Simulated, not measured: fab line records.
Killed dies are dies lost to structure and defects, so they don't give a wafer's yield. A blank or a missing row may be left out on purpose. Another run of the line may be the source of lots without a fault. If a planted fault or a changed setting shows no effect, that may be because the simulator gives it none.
Chamber matching | flow n5_finfet | 4 sister chambers for N5_MOL_CONTACT_COAG_STRIP_72 on rie_diel-02
The step strips in N2/H2. 4 wafers are shown with their chamber, then 9 later ones without.

== WAFERS, EACH WITH ITS CHAMBER ==
wafer  | chamber | drypump_motor_current_A (A)
L085.1 | 1       | 5.8
L085.6 | 3       | 5.3
L087.1 | 0       | 6.1
L087.4 | 2       | 5.1

== WAFERS MISSING THEIR CHAMBER ==
wafer  | drypump_motor_current_A (A)
L092.2 | 5.8
L092.4 | 6.2
L092.6 | 5.8
L095.1 | 5.4
L095.2 | 5.8
L095.4 | 6.2
L096.1 | 5.1
L096.3 | 5.7
L096.5 | 5.1

== CHAMBER TAKEN BY EACH ==
wafer  | from the rows above | in truth
L092.2 | 1                   | 1
L092.4 | 0                   | 0
L092.6 | 1                   | 1
L095.1 | 3                   | 3
L095.2 | 1                   | 1
L095.4 | 0                   | 0
L096.1 | 2                   | 2
L096.3 | 1                   | 1
L096.5 | 2                   | 2
Correctly placed: 9 of 9. Number that these rows cannot place: 0. 0 placed wrongly.
How it was worked out, from the rows above alone: a wafer's distance from a chamber is the root of the sum, over the readings, of the square of ((its reading less the chamber's mean) divided by the reading's scatter). The wafer belongs to the nearest chamber; if the next one is less than 2 further off, it can't be placed. Each chamber's mean is taken over the wafers shown for it. The scatter: root of mean squared gap, hidden wafer to nearest shown wafer, with one shown wafer a chamber.
